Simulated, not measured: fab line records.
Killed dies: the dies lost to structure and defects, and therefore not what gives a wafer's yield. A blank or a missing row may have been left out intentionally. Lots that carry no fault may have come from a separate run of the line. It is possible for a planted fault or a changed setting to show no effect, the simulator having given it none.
Matching of chambers / flow n5-finfet / rie-diel-05 running N5_SDB_ETCH_17: 4 sister chambers
The step etches SiARC in CF4, target depth 23.4 nm, time 39 s. 14 wafers are shown with their chamber, then 7 later ones without.

## EACH WAFER AND ITS CHAMBER
wafer=L076.2; chamber=2; drypump-motor-current-A (A)=6.5; throttle-valve-pct (%)=15.96; oes-product-au (a.u.)=0.61
wafer=L076.5; chamber=0; drypump-motor-current-A (A)=5.8; throttle-valve-pct (%)=15.82; oes-product-au (a.u.)=0.58
wafer=L076.6; chamber=2; drypump-motor-current-A (A)=6.5; throttle-valve-pct (%)=15.98; oes-product-au (a.u.)=0.61
wafer=L078.2; chamber=1; drypump-motor-current-A (A)=5.6; throttle-valve-pct (%)=15.49; oes-product-au (a.u.)=0.78
wafer=L078.3; chamber=2; drypump-motor-current-A (A)=6.6; throttle-valve-pct (%)=15.98; oes-product-au (a.u.)=0.61
wafer=L078.6; chamber=1; drypump-motor-current-A (A)=5.6; throttle-valve-pct (%)=15.48; oes-product-au (a.u.)=0.79
wafer=L080.1; chamber=3; drypump-motor-current-A (A)=5.2; throttle-valve-pct (%)=15.47; oes-product-au (a.u.)=0.81
wafer=L080.4; chamber=2; drypump-motor-current-A (A)=6.6; throttle-valve-pct (%)=15.98; oes-product-au (a.u.)=0.61
wafer=L080.5; chamber=0; drypump-motor-current-A (A)=5.7; throttle-valve-pct (%)=15.29; oes-product-au (a.u.)=0.84
wafer=L081.3; chamber=2; drypump-motor-current-A (A)=6.5; throttle-valve-pct (%)=16.00; oes-product-au (a.u.)=0.60
wafer=L081.4; chamber=3; drypump-motor-current-A (A)=5.2; throttle-valve-pct (%)=15.47; oes-product-au (a.u.)=0.80
wafer=L081.6; chamber=3; drypump-motor-current-A (A)=5.2; throttle-valve-pct (%)=15.48; oes-product-au (a.u.)=0.81
wafer=L082.1; chamber=3; drypump-motor-current-A (A)=5.2; throttle-valve-pct (%)=15.48; oes-product-au (a.u.)=0.80
wafer=L082.2; chamber=1; drypump-motor-current-A (A)=5.6; throttle-valve-pct (%)=15.50; oes-product-au (a.u.)=0.77

SIGNATURES (averages over the wafers above)
reading=drypump-motor-current-A; chamber 0=5.750; chamber 1=5.600; chamber 2=6.540; chamber 3=5.200; scatter within a chamber=0.0412
reading=throttle-valve-pct; chamber 0=15.5550; chamber 1=15.4900; chamber 2=15.9800; chamber 3=15.4750; scatter within a chamber=0.119
reading=oes-product-au; chamber 0=0.7100; chamber 1=0.7800; chamber 2=0.6080; chamber 3=0.8050; scatter within a chamber=0.0585
Rule: a wafer's distance from a chamber is the root of the sum, over the readings, of the square of ((its reading less the chamber's mean) divided by the reading's scatter). If the next closest chamber is less than 2 further off than the closest, the wafer can't be placed; otherwise it belongs to the closest. The scatter is the square root of a quotient: the sum, over the shown wafers, of each reading's squared deviation from its chamber's mean, divided by wafers minus chambers.

## WAFERS WITH NO CHAMBER GIVEN
wafer=L082.4; drypump-motor-current-A (A)=6.6; throttle-valve-pct (%)=16.00; oes-product-au (a.u.)=0.60
wafer=L087.3; drypump-motor-current-A (A)=5.2; throttle-valve-pct (%)=15.49; oes-product-au (a.u.)=0.78
wafer=L087.4; drypump-motor-current-A (A)=5.6; throttle-valve-pct (%)=15.53; oes-product-au (a.u.)=0.76
wafer=L087.5; drypump-motor-current-A (A)=6.5; throttle-valve-pct (%)=16.02; oes-product-au (a.u.)=0.60
wafer=L090.1; drypump-motor-current-A (A)=5.7; throttle-valve-pct (%)=15.55; oes-product-au (a.u.)=0.74
wafer=L090.3; drypump-motor-current-A (A)=5.8; throttle-valve-pct (%)=15.34; oes-product-au (a.u.)=0.78
wafer=L090.5; drypump-motor-current-A (A)=6.5; throttle-valve-pct (%)=16.03; oes-product-au (a.u.)=0.59

## WHICH CHAMBER EACH ONE RAN IN
wafer=L082.4; from the rows above=2; in truth=2
wafer=L087.3; from the rows above=3; in truth=3
wafer=L087.4; from the rows above=1; in truth=1
wafer=L087.5; from the rows above=2; in truth=2
wafer=L090.1; from the rows above=can't be placed: 0 or 1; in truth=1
wafer=L090.3; from the rows above=0; in truth=0
wafer=L090.5; from the rows above=2; in truth=2
Correctly placed: 6 of 7. Can't be placed from these rows: 1 (the true chamber is among the candidates in 1). Placed wrongly: 0.
